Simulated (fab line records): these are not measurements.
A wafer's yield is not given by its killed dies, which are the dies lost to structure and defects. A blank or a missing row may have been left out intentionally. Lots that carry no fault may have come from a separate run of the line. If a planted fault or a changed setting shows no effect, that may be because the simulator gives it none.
fab line records    flow n5-finfet
record lots=11  wafers=31  last-day=18
route steps=1938 shown SD_EPI_P@320 BEOL_M4@1099 BEOL_M5@1114 PASSIVATION@1936
lots with no fault: from the same line, run without faults
start-h: start of the lot's first displayed wafer, in hours after the record's first day    wait-h: hours since the lot's step before    " unchanged from the row above    L1.1+2: one row covering several wafers at once    - no value present, or no start provided    * or withheld: withheld    < > ~ a bound
route shown NAME@n: names a module that has steps shown in the file, with the first one's number in the route    usual: mean/standard deviation of fault-free wafers    same: alike in all rows    chamber/n: place in a boat    sites: each site's reading    _std_site: the values' standard deviation    _edge_site: inner sites' mean taken away from outer sites' mean    radius-mm: how far each site lies from the wafer's centre    mask NAME#n: copy n    behind: the most recent tool/chamber to have shaped the wafer    hold: reason for holding the lot/hours on hold/outcome of the hold    device: the n, p or np transistor that did not switch    end of line: tests of these same wafers at the route's end    a step given without rows: its recipe and nothing more    killed: the dies lost at the first sort to structure and to defects; this is not the yield of the wafer    map: shows each die of a wafer: x if killed, . if not, _ if none is there
set.NAME: setting as actually run; set.NAME@STEP: the setting as run at that earlier step    model.NAME: the simulator's own value behind a step, which no gauge read
the route's steps for a sample of lots (tables are steps, rows are wafers)
services: from which hour (start-h, from the record's first day; less than 0 if before it) a tool's chamber was out of use, for how many hours, and why
## steps
# step N5_SD_EPI_P_VAPOR_ETCH_44
# recipe chemistry=NF3/Ar  target=SiGe30  temp-c=25  time-s=3.3  mode=isotropic
lot.wafer   tool          chamber  start-h  wait-h
L965.2+3+5  epi-rpcvd-01  0        55.49    0.1
L966.2+4+6  epi-rpcvd-01  0        63.41    0.2
L967.3+4+6  epi-rpcvd-04  0        73.11    0.2
L968.1+2+3  epi-rpcvd-01  0        74.10    0.1
L969.1+2+5  epi-rpcvd-02  0        81.48    0.1
L970.1+3+5  epi-rpcvd-04  0        85.35    0.1
L976.3+6    epi-rpcvd-02  0        124.43   0.1
L978.1+2+5  epi-rpcvd-02  0        134.05   0.1
L984.5+6    epi-rpcvd-01  0        170.31   0.1
L987.3+4+5  epi-rpcvd-01  0        188.09   0.2
L988.2+4+5  epi-rpcvd-02  0        196.95   0.2
# step N5_BEOL_M4_ANNEAL_95
# recipe temp-c=400  time-s=240  ambient=vacuum
# usual heater-power-w=810/72
lot.wafer  tool            chamber  start-h  wait-h  heater-power-w
L965.2     pvd-sputter-02  -        164.39   0.0     846
L965.3     "               -        "        "       674
L965.5     "               -        "        "       850
L966.2     pvd-sputter-01  -        179.91   0.0     874
L966.4     "               -        "        "       877
L966.6     "               -        "        "       844
L968.1     pvd-sputter-01  -        184.89   0.0     871
L968.2     "               -        "        "       879
L968.3     "               -        "        "       850
L967.3     pvd-sputter-02  -        189.05   0.0     763
L967.4     "               -        "        "       833
L967.6     "               -        "        "       703
L969.1     pvd-sputter-03  -        192.82   0.0     747
L969.2     "               -        "        "       751
L969.5     "               -        "        "       759
L970.1     pvd-sputter-02  -        197.83   0.0     784
L970.3     "               -        "        "       845
L970.5     "               -        "        "       693
L976.3     pvd-sputter-01  -        241.05   0.0     878
L976.6     "               -        "        "       856
L978.1     pvd-sputter-01  -        253.31   0.0     872
L978.2     "               -        "        "       860
L978.5     "               -        "        "       871
L984.5     pvd-sputter-03  -        289.32   0.1     689
L984.6     "               -        "        "       748
L987.3     pvd-sputter-02  -        306.16   0.0     763
L987.4     "               -        "        "       848
L987.5     "               -        "        "       777
L988.2     pvd-sputter-03  -        309.68   0.0     737
L988.4     "               -        "        "       717
L988.5     "               -        "        "       763
# step N5_BEOL_M4_RC_MEAS_101
# usual DIBL_N=36.9/1.7  DIBL_P=37.3/2.3  IOFF_N=0.16/0.033  IOFF_P=0.22/0.04  IOFF_P_85C=3.8/0.58  IOFF_P_LIN=0.103/0.015  ION_N=673/12  ION_P=463/8  REXT_P=100.2/2.7  SS_N=71.6/0.58  SS_P=73.4/0.74  VT_N=250/3.2  VT_P=-250/3.4  VT_P_LVT=-98.2/2.7
lot.wafer  tool       chamber  start-h  wait-h  DIBL_N[mV/V]  DIBL_P[mV/V]  IOFF_N[nA/um]  IOFF_P[nA/um]  IOFF_P_85C[nA/um]  IOFF_P_LIN[nA/um]  ION_N[uA/um]  ION_P[uA/um]  REXT_P[ohm.um]  SS_N[mV/dec]  SS_P[mV/dec]  VT_N[mV]  VT_P[mV]  VT_P_LVT[mV]
L965.2     prober-01  0        165.78   0.2     38.3          40.6          0.22           0.29           4.7                0.124              691           471           102.3           71.8          74.1          247       -247      -94.8
L965.3     "          0        "        "       39.7          42.2          0.25           0.33           5.2                0.137              681           473           100.3           73.0          74.5          243       -244      -92.9
L965.5     "          0        "        "       36.7          38.1          0.18           0.24           4.1                0.111              675           467           100.3           72.2          73.4          250       -248      -96.2
L966.2     prober-02  0        181.31   0.2     35.8          38.3          0.15           0.19           3.4                0.089              669           455           102.2           71.9          74.0          251       -256      -100.9
L966.4     "          0        "        "       36.7          38.5          0.16           0.20           3.5                0.089              675           463           103.1           71.5          73.6          249       -255      -100.5
L966.6     "          0        "        "       36.7          39.2          0.16           0.21           3.7                0.092              667           458           101.1           71.4          74.5          250       -254      -100.5
L968.1     prober-02  0        186.13   0.0     37.3          38.3          0.18           0.23           3.8                0.105              676           460           102.8           72.1          73.7          249       -249      -99.8
L968.2     "          0        "        "       36.1          37.8          0.16           0.22           3.7                0.102              668           464           99.9            71.6          72.9          252       -250      -99.5
L968.3     "          0        "        "       36.7          38.3          0.18           0.24           3.9                0.108              684           475           100.2           72.0          72.8          247       -249      -98.9
L967.3     prober-02  0        190.68   0.3     39.3          42.2          0.25           0.33           5.3                0.141              684           475           97.7            72.0          73.5          245       -245      -92.9
L967.4     "          0        "        "       38.8          40.3          0.20           0.28           4.7                0.126              681           465           97.5            71.8          74.5          248       -247      -94.1
L967.6     "          0        "        "       36.7          38.6          0.17           0.25           4.2                0.117              695           480           98.4            72.0          72.9          250       -247      -95.8
L969.1     prober-01  0        194.08   0.0     38.5          38.0          0.19           0.23           4.0                0.104              677           456           105.4           72.2          73.7          247       -252      -99.7
L969.2     "          0        "        "       35.9          34.2          0.13           0.18           3.2                0.085              656           452           104.9           71.5          72.1          252       -255      -102.3
L969.5     "          0        "        "       35.7          33.9          0.14           0.17           3.1                0.083              658           446           104.9           71.7          72.0          253       -257      -103.1
L970.1     prober-01  0        199.07   0.0     36.9          36.3          0.17           0.20           3.3                0.089              665           451           101.3           71.1          73.1          251       -252      -100.3
L970.3     "          0        "        "       34.3          33.5          0.14           0.17           2.9                0.080              684           461           100.8           70.8          73.1          250       -257      -100.8
L970.5     "          0        "        "       35.0          33.1          0.13           0.16           2.9                0.077              660           446           100.9           71.4          72.3          253       -257      -102.5
L976.3     prober-01  0        242.60   0.3     38.1          52.3          0.16           1.05           13.7               0.348              661           527           81.9            71.7          76.2          249       -223      -71.8
L976.6     "          0        "        "       36.4          37.6          0.15           0.22           3.7                0.104              681           473           97.8            71.1          73.7          250       -247      -96.8
L978.1     prober-01  0        254.55   0.0     38.1          38.6          0.20           0.26           4.2                0.116              680           467           100.0           71.4          74.6          246       -248      -95.1
L978.2     "          0        "        "       38.3          38.1          0.19           0.25           4.1                0.113              689           469           98.0            71.6          73.7          245       -248      -95.0
L978.5     "          0        "        "       38.3          52.2          0.18           1.15           14.8               0.387              686           535           81.3            72.5          76.1          245       -221      -69.3
L984.5     prober-01  0        291.42   0.6     38.5          37.8          0.17           0.23           3.9                0.105              697           476           103.9           71.4          73.7          248       -249      -98.2
L984.6     "          0        "        "       38.1          37.8          0.17           0.23           4.0                0.106              670           462           102.9           71.7          72.7          251       -250      -97.4
L987.3     prober-02  0        307.75   0.3     38.6          39.3          0.18           0.24           4.0                0.104              673           459           97.8            71.7          73.9          252       -252      -99.5
L987.4     "          0        "        "       39.3          39.4          0.18           0.23           3.9                0.103              669           459           99.5            72.6          74.4          251       -253      -98.7
L987.5     "          0        "        "       37.7          38.0          0.14           0.21           3.5                0.094              661           453           99.4            72.0          73.8          255       -255      -100.5
L988.2     prober-02  0        311.07   0.2     36.1          35.9          0.13           0.19           3.3                0.090              649           447           103.3           71.3          72.5          254       -250      -100.5
L988.4     "          0        "        "       38.0          37.9          0.15           0.22           3.8                0.101              676           464           102.3           71.4          73.6          252       -249      -98.0
L988.5     "          0        "        "       37.1          36.7          0.14           0.20           3.5                0.095              662           456           103.1           70.7          73.4          252       -253      -99.2
# step N5_BEOL_M5_THK_MEAS_01
# recipe reads=SiCOH_lowk_of_BEOL_M5_ILD_DEP_00
# usual M5_ILD_THK=120.8/1.6
lot.wafer  tool           chamber  start-h  wait-h  M5_ILD_THK[nm]
L965.2     film-metro-02  -        167.16   0.4     121.7
L965.3     "              -        "        "       119.9
L965.5     "              -        "        "       120.2
L966.2     film-metro-01  -        182.69   0.4     121.3
L966.4     "              -        "        "       120.9
L966.6     "              -        "        "       122.1
L968.1     film-metro-01  -        187.66   0.4     118.1
L968.2     "              -        "        "       121.0
L968.3     "              -        "        "       118.5
L967.3     film-metro-02  -        191.90   0.3     120.2
L967.4     "              -        "        "       120.3
L967.6     "              -        "        "       121.4
L969.1     film-metro-01  -        195.61   0.4     119.2
L969.2     "              -        "        "       118.9
L969.5     "              -        "        "       120.8
L970.1     film-metro-01  -        200.60   0.4     121.8
L970.3     "              -        "        "       119.5
L970.5     "              -        "        "       121.8
L976.3     film-metro-02  -        243.83   0.3     118.9
L976.6     "              -        "        "       120.1
L978.1     film-metro-02  -        256.09   0.4     117.0
L978.2     "              -        "        "       119.1
L978.5     "              -        "        "       121.0
L984.5     film-metro-02  -        292.34   0.1     120.2
L984.6     "              -        "        "       118.9
L987.3     film-metro-01  -        308.98   0.3     119.9
L987.4     "              -        "        "       120.5
L987.5     "              -        "        "       122.7
L988.2     film-metro-02  -        312.46   0.4     119.3
L988.4     "              -        "        "       120.2
L988.5     "              -        "        "       120.7
# step N5_BEOL_M5_HM_DEP_02
# recipe material=TiN  target-thk-a=200  temp-c=25  chamber-pressure-pa=0.49996
# usual substrate-temp-c=25.01/0.12  throttle-valve-pct=29.9/1.1
lot.wafer  tool            chamber  start-h  wait-h  substrate-temp-c  throttle-valve-pct
L965.2     pvd-sputter-02  -        170.55   3.3     25.06             28.8
L965.3     "               -        "        "       24.96             28.1
L965.5     "               -        "        "       25.10             29.1
L966.2     pvd-sputter-01  -        185.37   2.6     25.03             31.1
L966.4     "               -        "        "       25.05             30.0
L966.6     "               -        "        "       25.04             30.9
L968.1     pvd-sputter-03  -        189.86   2.1     25.19             30.6
L968.2     "               -        "        "       24.85             29.4
L968.3     "               -        "        "       25.06             30.2
L967.3     pvd-sputter-02  -        193.23   1.3     24.94             28.2
L967.4     "               -        "        "       25.10             29.0
L967.6     "               -        "        "       24.98             28.2
L969.1     pvd-sputter-02  -        196.11   0.4     25.09             29.3
L969.2     "               -        "        "       24.91             29.2
L969.5     "               -        "        "       25.13             29.1
L970.1     pvd-sputter-01  -        203.52   2.9     24.99             30.8
L970.3     "               -        "        "       24.91             30.0
L970.5     "               -        "        "       25.15             32.1
L976.3     pvd-sputter-03  -        244.26   0.4     24.99             30.2
L976.6     "               -        "        "       25.17             30.5
L978.1     pvd-sputter-02  -        257.84   1.7     25.04             28.2
L978.2     "               -        "        "       25.14             29.4
L978.5     "               -        "        "       25.23             29.4
L984.5     pvd-sputter-01  -        292.53   0.1     24.83             29.9
L984.6     "               -        "        "       25.09             28.9
L987.3     pvd-sputter-02  -        310.24   1.2     25.01             28.9
L987.4     "               -        "        "       24.72             29.6
L987.5     "               -        "        "       25.02             29.8
L988.2     pvd-sputter-01  -        314.09   1.6     25.04             29.9
L988.4     "               -        "        "       25.04             32.4
L988.5     "               -        "        "       25.08             29.5
# step N5_PASSIVATION_PROBE_49
# usual defect-limited-yield=91.2/1.3  killed_at_M0_to_M3=34/10  killed_at_M4_up=13/4.6  killed-at-contacts=13/5.5  killed-at-front-end=41/12  killed-at-other=2.8/2.4  killed-dies=104/16  killed-open=67/12  killed-short=33/7.2  sort_bin_4_leakage=0.00/0.012  sort_bin_5_function=5.1/0.86  sort_bin_6_memory=3.3/0.62  sort_bin_8_speed=0.00/0.014  sort-n-pass=1076/16
# same gross-dies=1180  killed-at-back-side=0
lot.wafer  tool       chamber  start-h  wait-h  defect-limited-yield[%]  killed_at_M0_to_M3  killed_at_M4_up  killed-at-contacts  killed-at-front-end  killed-at-other  killed-dies  killed-open  killed-short  sort_bin_4_leakage[%]  sort_bin_5_function[%]  sort_bin_6_memory[%]  sort_bin_8_speed[%]  sort-n-pass
L965.2     prober-01  -        273.53   0.1     90.6                     37                  14               16                  34                   10               111          74           34            0                      5.8                     3.1                   0                    1069
L965.3     prober-01  -        273.58   0.1     92.5                     25                  9                20                  33                   2                89           65           24            0                      4.5                     2.9                   0                    1091
L965.5     prober-01  -        273.68   0.2     89.4                     34                  20               14                  57                   0                125          88           35            0                      5.8                     4.7                   0                    1055
L966.2     prober-02  -        293.97   0.1     91.6                     30                  19               12                  31                   7                99           62           34            0                      5.0                     2.6                   0                    1081
L966.4     prober-02  -        294.07   0.2     91.9                     27                  10               11                  46                   1                95           57           33            0                      4.7                     3.2                   0                    1085
L966.6     prober-02  -        294.17   0.3     90.1                     32                  14               22                  49                   0                117          67           44            0                      5.1                     4.1                   0                    1063
L968.1     prober-01  -        298.87   0.0     88.5                     30                  19               27                  58                   2                136          100          33            0                      6.9                     4.2                   0                    1044
L968.2     prober-01  -        298.92   0.1     92.0                     21                  19               9                   38                   7                94           57           36            0                      5.0                     2.7                   0                    1086
L968.3     prober-01  -        298.97   0.1     92.5                     20                  16               8                   39                   6                89           59           28            0                      4.7                     2.6                   0                    1091
L969.1     prober-02  -        301.86   0.0     91.7                     32                  9                25                  31                   1                98           61           31            0                      4.6                     3.3                   0                    1082
L969.2     prober-02  -        301.91   0.1     92.6                     30                  7                14                  36                   0                87           56           26            0                      4.2                     2.9                   0                    1093
L969.5     prober-02  -        302.06   0.2     92.6                     21                  14               19                  25                   8                87           60           26            0                      4.2                     3.1                   0                    1093
L967.3     prober-02  -        306.14   0.1     91.0                     42                  13               13                  37                   1                106          77           24            0                      5.1                     3.1                   0                    1074
L967.4     prober-02  -        306.19   0.2     90.3                     33                  14               15                  50                   3                115          71           43            0                      5.4                     4.0                   0                    1065
L967.6     prober-02  -        306.29   0.3     90.4                     38                  17               11                  46                   1                113          73           35            0                      5.8                     3.1                   0                    1067
L970.1     prober-02  -        317.39   0.0     91.9                     33                  17               11                  31                   3                95           55           30            0                      5.0                     2.6                   0                    1085
L970.3     prober-02  -        317.49   0.1     89.3                     49                  8                19                  45                   5                126          81           39            0                      6.5                     4.0                   0                    1054
L970.5     prober-02  -        317.59   0.2     91.9                     27                  18               9                   32                   10               96           70           22            0                      5.1                     2.6                   0                    1084
L976.3     prober-01  -        360.57   1.0     91.9                     42                  9                20                  24                   0                95           66           28            91.27                  4.8                     3.1                   0                    8
L976.6     prober-01  -        360.72   1.2     93.7                     31                  8                13                  21                   1                74           52           21            0                      4.0                     2.0                   0                    1106
L978.1     prober-01  -        376.01   0.0     92.2                     27                  18               13                  33                   1                92           55           33            0                      4.3                     2.9                   0                    1088
L978.2     prober-01  -        376.06   0.1     94.2                     16                  9                5                   35                   4                69           45           17            0                      3.3                     2.2                   0.17                 1111
L978.5     prober-01  -        376.21   0.2     92.2                     21                  12               8                   47                   4                92           57           30            92.03                  4.4                     3.2                   0                    2
L984.5     prober-01  -        390.63   0.2     90.4                     34                  4                11                  63                   1                113          70           34            0                      6.2                     2.6                   0                    1067
L984.6     prober-01  -        390.68   0.3     92.3                     39                  15               8                   25                   4                91           63           25            0                      4.4                     3.2                   0                    1089
L988.2     prober-02  -        407.18   0.1     90.9                     49                  14               4                   34                   6                107          71           33            0                      5.3                     3.6                   0                    1073
L988.4     prober-02  -        407.28   0.2     89.9                     53                  19               3                   37                   7                119          58           50            0                      6.2                     2.8                   0                    1061
L988.5     prober-02  -        407.33   0.2     94.6                     37                  3                2                   21                   1                64           35           29            0                      2.6                     2.5                   0                    1116
L987.3     prober-02  -        419.94   0.1     90.4                     39                  10               10                  48                   6                113          83           25            0                      5.4                     4.1                   0                    1067
L987.4     prober-02  -        419.99   0.2     91.6                     28                  15               8                   47                   1                99           64           31            0                      4.7                     3.2                   0                    1081
L987.5     prober-02  -        420.04   0.2     90.6                     40                  17               17                  29                   8                111          76           30            0                      5.3                     4.0                   0                    1069
# killed by level:class
L965.2 BEOL_M0_SAQP:geometric-particle:open=15 MOL_CONTACT_COAG:geometric-particle:open=12 STI_FIN_REVEAL:geometric-particle:open=11 BEOL_M3:geometric-particle:open=8 FIN_SAQP:geometric-particle:open=5 BEOL_M0_SAQP:geometric-particle:short=4 PASS1_CAP:geometric-particle:open=4 STI_FIN_REVEAL:geometric-particle:short=3
L965.3 STI_FIN_REVEAL:geometric-particle:open=18 MOL_CONTACT_COAG:geometric-particle:open=15 FIN_SAQP:geometric-particle:open=5 MOL_CONTACT_COAG:geometric-particle:short=5 BEOL_M0_SAQP:geometric-particle:short=5 BEOL_M0_SAQP:geometric-particle:open=4 BEOL_M0:geometric-particle:open=4 BEOL_M3:geometric-particle:short=4
L965.5 STI_FIN_REVEAL:geometric-particle:open=19 MOL_CONTACT_COAG:geometric-particle:open=13 FIN_SAQP:geometric-particle:short=10 BEOL_M0_SAQP:geometric-particle:short=9 BEOL_M0_SAQP:geometric-particle:open=9 FIN_SAQP:geometric-particle:open=8 BEOL_M2:geometric-particle:open=7 GATE_CUT:geometric-particle:open=6
L966.2 MOL_CONTACT_COAG:geometric-particle:open=8 BEOL_M2:geometric-particle:open=8 FIN_SAQP:geometric-particle:open=7 BEOL_M4:geometric-particle:open=7 BEOL_M1:geometric-particle:open=6 STI_FIN_REVEAL:geometric-particle:open=5 BEOL_M0_SAQP:geometric-particle:short=5 MOL_CONTACT_COAG:geometric-particle:short=4
L966.4 FIN_SAQP:geometric-particle:open=17 FIN_SAQP:geometric-particle:short=12 MOL_CONTACT_COAG:geometric-particle:open=10 BEOL_M0_SAQP:geometric-particle:open=7 BEOL_M0_SAQP:geometric-particle:short=6 BEOL_M1:geometric-particle:open=5 BEOL_M2:geometric-particle:open=5 DUMMY_GATE:geometric-particle:open=4
L966.6 MOL_CONTACT_COAG:geometric-particle:open=19 FIN_SAQP:geometric-particle:short=8 BEOL_M3:geometric-particle:open=8 GATE_CUT:geometric-particle:short=7 BEOL_M0_SAQP:geometric-particle:open=7 FIN_SAQP:geometric-particle:open=6 BEOL_M0_SAQP:geometric-particle:short=6 BEOL_M4:geometric-particle:open=6
L968.1 MOL_CONTACT_COAG:geometric-particle:open=21 STI_FIN_REVEAL:geometric-particle:open=19 BEOL_M4:geometric-particle:open=12 FIN_SAQP:geometric-particle:open=10 BEOL_M3:geometric-particle:open=10 FIN_SAQP:geometric-particle:short=8 MOL_CONTACT_COAG:geometric-particle:short=6 STI_FIN_REVEAL:geometric-particle:short=5
L968.2 FIN_SAQP:geometric-particle:open=10 BEOL_M3:geometric-particle:open=7 STI_FIN_REVEAL:geometric-particle:open=7 FIN_SAQP:geometric-particle:short=6 MOL_CONTACT_COAG:geometric-particle:open=6 BEOL_M4:geometric-particle:open=6 BEOL_M4:geometric-particle:short=6 BEOL_M0_SAQP:geometric-particle:open=3
L968.3 FIN_SAQP:geometric-particle:open=12 FIN_SAQP:geometric-particle:short=11 MOL_CONTACT_COAG:geometric-particle:open=7 BEOL_M4:geometric-particle:open=7 STI_FIN_REVEAL:geometric-particle:open=5 BEOL_M3:geometric-particle:open=5 BEOL_M0:geometric-particle:open=4 BEOL_M0_SAQP:geometric-particle:short=3
L969.1 MOL_CONTACT_COAG:geometric-particle:open=16 STI_FIN_REVEAL:geometric-particle:open=9 MOL_CONTACT_COAG:geometric-particle:short=8 BEOL_M3:geometric-particle:open=7 BEOL_M2:geometric-particle:open=6 FIN_SAQP:geometric-particle:short=5 STI_FIN_REVEAL:geometric-particle:short=4 BEOL_M0_SAQP:geometric-particle:open=4
L969.2 MOL_CONTACT_COAG:geometric-particle:open=11 BEOL_M3:geometric-particle:open=11 GATE_CUT:geometric-particle:short=8 FIN_SAQP:geometric-particle:short=7 BEOL_M0_SAQP:geometric-particle:open=6 DUMMY_GATE:geometric-particle:open=5 STI_FIN_REVEAL:geometric-particle:open=4 FIN_SAQP:geometric-particle:open=3
L969.5 MOL_CONTACT_COAG:geometric-particle:open=18 FIN_SAQP:geometric-particle:short=6 BEOL_M0_SAQP:geometric-particle:short=5 BEOL_M2:geometric-particle:open=5 STI_FIN_REVEAL:geometric-particle:open=4 DUMMY_GATE:geometric-particle:open=4 BEOL_M0_SAQP:geometric-particle:open=4 BEOL_M4:geometric-particle:open=4
L967.3 BEOL_M1:geometric-particle:open=17 MOL_CONTACT_COAG:geometric-particle:open=11 FIN_SAQP:geometric-particle:open=6 DUMMY_GATE:geometric-particle:open=6 STI_FIN_REVEAL:geometric-particle:open=5 BEOL_M0_SAQP:geometric-particle:open=5 BEOL_M4:geometric-particle:open=5 BEOL_M0_SAQP:geometric-particle:short=4
L967.4 FIN_SAQP:geometric-particle:open=18 MOL_CONTACT_COAG:geometric-particle:open=10 BEOL_M1:geometric-particle:open=8 BEOL_M0_SAQP:geometric-particle:short=7 BEOL_M0_SAQP:geometric-particle:open=6 FIN_SAQP:geometric-particle:short=5 ILD0:geometric-particle:short=5 GATE_CUT:geometric-particle:short=5
L967.6 FIN_SAQP:geometric-particle:open=11 BEOL_M0_SAQP:geometric-particle:open=11 MOL_CONTACT_COAG:geometric-particle:open=9 BEOL_M1:geometric-particle:open=7 BEOL_M2:geometric-particle:open=6 DUMMY_GATE:geometric-particle:open=5 GATE_CUT:geometric-particle:short=5 STARTING-WAFER:geometric-particle:short=5
L970.1 MOL_CONTACT_COAG:geometric-particle:open=10 BEOL_M4:geometric-particle:open=9 FIN_SAQP:geometric-particle:short=7 BEOL_M2:geometric-particle:open=7 BEOL_M0_SAQP:geometric-particle:short=6 FIN_SAQP:geometric-particle:open=5 BEOL_M3:geometric-particle:open=5 BEOL_M3:geometric-particle:short=4
L970.3 MOL_CONTACT_COAG:geometric-particle:open=14 BEOL_M3:geometric-particle:open=13 BEOL_M0_SAQP:geometric-particle:short=11 FIN_SAQP:geometric-particle:open=10 BEOL_M0_SAQP:geometric-particle:open=9 BEOL_M2:geometric-particle:open=7 BEOL_M1:geometric-particle:open=6 STARTING-WAFER:geometric-particle:short=6
L970.5 MOL_CONTACT_COAG:geometric-particle:open=8 BEOL_M0_SAQP:geometric-particle:open=8 DUMMY_GATE:geometric-particle:open=7 BEOL_M3:geometric-particle:open=7 BEOL_M5:geometric-particle:open=7 GATE_CUT:geometric-particle:short=6 FIN_SAQP:geometric-particle:short=5 BEOL_M1:geometric-particle:open=5
L976.3 MOL_CONTACT_COAG:geometric-particle:open=16 FIN_SAQP:geometric-particle:open=8 BEOL_M0_SAQP:geometric-particle:open=8 BEOL_M1:geometric-particle:open=8 BEOL_M0_SAQP:geometric-particle:short=7 STARTING-WAFER:geometric-particle:open=5 MOL_CONTACT_COAG:geometric-particle:short=4 BEOL_M1:geometric-particle:short=4
L976.6 MOL_CONTACT_COAG:geometric-particle:open=12 BEOL_M2:geometric-particle:open=10 STI_FIN_REVEAL:geometric-particle:open=7 BEOL_M3:geometric-particle:open=5 BEOL_M0_SAQP:geometric-particle:short=4 BEOL_M0_SAQP:geometric-particle:open=3 BEOL_M3:geometric-particle:short=3 BEOL_M4:geometric-particle:open=3
L978.1 FIN_SAQP:geometric-particle:open=17 MOL_CONTACT_COAG:geometric-particle:open=9 BEOL_M0_SAQP:geometric-particle:short=7 BEOL_M0_SAQP:geometric-particle:open=7 FIN_SAQP:geometric-particle:short=4 GATE_CUT:geometric-particle:short=4 MOL_CONTACT_COAG:geometric-particle:short=4 BEOL_M3:geometric-particle:open=3
L978.2 FIN_SAQP:geometric-particle:open=13 FIN_SAQP:geometric-particle:short=7 STARTING-WAFER:geometric-particle:open=6 MOL_CONTACT_COAG:geometric-particle:open=5 BEOL_M2:geometric-particle:open=3 STARTING-WAFER:geometric-particle:short=3 GATE_CUT:geometric-particle:open=2 BEOL_M0_SAQP:geometric-particle:open=2
L978.5 FIN_SAQP:geometric-particle:open=16 FIN_SAQP:geometric-particle:short=10 MOL_CONTACT_COAG:geometric-particle:open=7 BEOL_M2:geometric-particle:open=5 BEOL_M3:geometric-particle:open=4 FIN_CUT:geometric-particle:open=3 SPACER0:geometric-particle:short=3 GATE_CUT:geometric-particle:short=3
L984.5 STI_FIN_REVEAL:geometric-particle:open=14 FIN_SAQP:geometric-particle:open=12 FIN_SAQP:geometric-particle:short=9 BEOL_M0_SAQP:geometric-particle:open=9 BEOL_M1:geometric-particle:open=7 DUMMY_GATE:geometric-particle:open=7 MOL_CONTACT_COAG:geometric-particle:short=6 BEOL_M2:geometric-particle:open=6
L984.6 BEOL_M0_SAQP:geometric-particle:open=10 STI_FIN_REVEAL:geometric-particle:open=7 MOL_CONTACT_COAG:geometric-particle:open=7 BEOL_M0_SAQP:geometric-particle:short=7 BEOL_M0:geometric-particle:open=7 GATE_CUT:geometric-particle:short=6 BEOL_M4:geometric-particle:open=5 BEOL_M2:geometric-particle:open=5
L988.2 BEOL_M2:geometric-particle:open=11 BEOL_M3:geometric-particle:open=9 STI_FIN_REVEAL:geometric-particle:open=7 BEOL_M0_SAQP:geometric-particle:open=7 BEOL_M1:geometric-particle:open=6 FIN_SAQP:geometric-particle:short=5 MOL_CONTACT_COAG:geometric-particle:open=4 BEOL_M0_SAQP:geometric-particle:short=4
L988.4 BEOL_M0_SAQP:geometric-particle:short=19 FIN_SAQP:geometric-particle:short=11 BEOL_M0_SAQP:geometric-particle:open=11 BEOL_M4:geometric-particle:open=9 STI_FIN_REVEAL:geometric-particle:open=6 BEOL_M3:geometric-particle:open=5 HKMG_FIN:area-etch=5 BEOL_M1:geometric-particle:open=4
L988.5 BEOL_M0_SAQP:geometric-particle:short=12 BEOL_M0_SAQP:geometric-particle:open=9 BEOL_M2:geometric-particle:open=7 FIN_SAQP:geometric-particle:short=4 BEOL_M2:geometric-particle:short=4 FIN_SAQP:geometric-particle:open=3 STARTING-WAFER:geometric-particle:short=3 STARTING-WAFER:geometric-particle:open=3
L987.3 STI_FIN_REVEAL:geometric-particle:open=18 FIN_SAQP:geometric-particle:open=9 MOL_CONTACT_COAG:geometric-particle:open=7 BEOL_M0_SAQP:geometric-particle:open=7 BEOL_M3:geometric-particle:open=6 BEOL_M0:geometric-particle:open=5 GATE_CUT:geometric-particle:open=5 BEOL_M0_SAQP:geometric-particle:short=5
L987.4 FIN_SAQP:geometric-particle:open=16 FIN_SAQP:geometric-particle:short=9 BEOL_M1:geometric-particle:open=8 BEOL_M0_SAQP:geometric-particle:open=7 MOL_CONTACT_COAG:geometric-particle:open=4 MOL_CONTACT_COAG:geometric-particle:short=4 BEOL_M0_SAQP:geometric-particle:short=4 BEOL_M4:geometric-particle:open=4
L987.5 MOL_CONTACT_COAG:geometric-particle:open=14 STI_FIN_REVEAL:geometric-particle:open=8 BEOL_M0_SAQP:geometric-particle:short=7 BEOL_M0_SAQP:geometric-particle:open=7 BEOL_M1:geometric-particle:open=7 FIN_SAQP:geometric-particle:short=5 BEOL_M3:geometric-particle:open=5 BEOL_M4:geometric-particle:open=5
## services
tool            chamber  start-h  hours  kind
epi-rpcvd-02    -        48.07    0.6    repair
pvd-sputter-01  -        94.72    1.8    repair
epi-rpcvd-04    -        103.69   6.0    pm
epi-rpcvd-01    -        126.69   8.1    pm
pvd-sputter-03  -        157.71   0.7    repair
epi-rpcvd-04    -        172.16   1.1    repair
## key
first-sign step=N5_BEOL_M4_RC_MEAS_101  reading=IOFF_P  direction=up  sigmas=22  usual=0.22  struck=1.10
effect step=N5_BEOL_M4_RC_MEAS_101  reading=IOFF_P_LIN  direction=up  sigmas=18  usual=0.103  struck=0.368
effect step=N5_BEOL_M4_RC_MEAS_101  reading=IOFF_P_85C  direction=up  sigmas=18  usual=3.8  struck=14.3
effect step=N5_BEOL_M4_RC_MEAS_101  reading=VT_P_LVT  direction=up  sigmas=10  usual=-98.2  struck=-70.6
effect step=N5_BEOL_M4_RC_MEAS_101  reading=ION_P  direction=up  sigmas=8.5  usual=463  struck=531
effect step=N5_BEOL_M4_RC_MEAS_101  reading=VT_P  direction=up  sigmas=8.3  usual=-250  struck=-222
effect step=N5_BEOL_M4_RC_MEAS_101  reading=REXT_P  direction=down  sigmas=6.8  usual=100.2  struck=81.6
effect step=N5_BEOL_M4_RC_MEAS_101  reading=DIBL_P  direction=up  sigmas=6.4  usual=37.3  struck=52.3
effect step=N5_BEOL_M4_RC_MEAS_101  reading=SS_P  direction=up  sigmas=3.8  usual=73.4  struck=76.2
effect step=N5_PASSIVATION_PROBE_49  reading=sort_bin_4_leakage  direction=up  sigmas=99+  usual=0.00  struck=91.65
met-at N5_SD_EPI_P_VAPOR_ETCH_44
struck-lots L976,L978
struck-wafers L976.3,L978.5
not-acting-at N5_BEOL_M4_ANNEAL_95,N5_BEOL_M5_THK_MEAS_01,N5_BEOL_M5_HM_DEP_02
onset-between 81.48 124.43
fault kind=process-parameter-drift  tool=epi-rpcvd-02  chamber=-  onset-h=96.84  steps=N5_SD_EPI_P_VAPOR_ETCH_44  channel=time-s  offset=*  shape=step  end-h=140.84  scope=struck-wafers-only  acts-in=*  stated=*
